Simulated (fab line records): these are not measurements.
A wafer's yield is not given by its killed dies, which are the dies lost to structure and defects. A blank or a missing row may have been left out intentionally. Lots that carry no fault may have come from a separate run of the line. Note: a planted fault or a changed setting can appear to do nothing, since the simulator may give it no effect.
Matching of chambers ; flow n5-finfet ; N5_BEOL_M10_ETCH_61 on rie-diel-04 has 4 sister chambers
The step etches SiARC in CF4, target depth 39 nm, time 65 s. 18 wafers are shown with their chamber, then 9 later ones without.

== EACH WAFER AND ITS CHAMBER ==
wafer;chamber;drypump-motor-current-A (A);showerhead-plenum-p-Torr (Torr);etch-rf-on-time-s (s)
L074.3;1;6.3;2.16;63.6
L074.4;2;4.9;2.13;69.8
L074.6;3;6.6;2.19;64.9
L080.2;0;5.7;2.11;64.7
L080.3;1;6.4;2.16;65.5
L080.5;2;4.9;2.12;70.6
L082.2;3;6.5;2.18;62.9
L082.5;2;4.9;2.12;69.6
L082.6;3;6.5;2.18;62.7
L083.2;2;4.9;2.12;70.0
L083.3;3;6.6;2.18;63.0
L083.4;0;5.7;2.11;65.6
L093.1;1;6.4;2.15;64.2
L093.2;2;4.9;2.11;70.0
L093.3;3;6.5;2.17;63.0
L093.4;0;5.7;2.10;64.7
L093.5;2;4.9;2.11;69.3
L093.6;3;6.5;2.17;62.8

SIGNATURES (means of the wafers above)
reading;chamber 0;chamber 1;chamber 2;chamber 3;scatter within a chamber
drypump-motor-current-A;5.700;6.367;4.900;6.533;0.0378
showerhead-plenum-p-Torr;2.1067;2.1567;2.1183;2.1783;0.00707
etch-rf-on-time-s;65.000;64.433;69.883;63.217;0.7
Rule: a wafer lies at a distance from a chamber equal to the root of the sum of squares, over the readings, of (its reading less the chamber's mean, divided by the reading's scatter). The wafer belongs to the nearest chamber; if the next one is less than 2 further off, it can't be placed. How the scatter is found: for the shown wafers, subtract from each reading the mean of its chamber, square and add these, divide the total by (wafers less chambers), then take the root.

== WAFERS WITHOUT THEIR CHAMBER ==
wafer;drypump-motor-current-A (A);showerhead-plenum-p-Torr (Torr);etch-rf-on-time-s (s)
L094.2;6.3;2.15;65.0
L094.3;4.9;2.11;69.5
L094.4;5.7;2.10;64.8
L092.1;6.5;2.17;62.7
L092.4;5.8;2.10;63.8
L092.6;6.6;2.17;62.9
L095.2;4.9;2.11;70.7
L095.3;6.5;2.17;64.3
L095.5;6.5;2.17;64.3

== WHICH CHAMBER EACH WENT THROUGH ==
wafer;from the rows above;in truth
L094.2;1;1
L094.3;2;2
L094.4;0;0
L092.1;3;3
L092.4;0;0
L092.6;3;3
L095.2;2;2
L095.3;can't be placed: 3 or 1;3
L095.5;can't be placed: 3 or 1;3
Correctly placed: 7 of 9. These rows do not allow placing 2 (true chamber among the candidates in 2). Wrongly placed: 0.
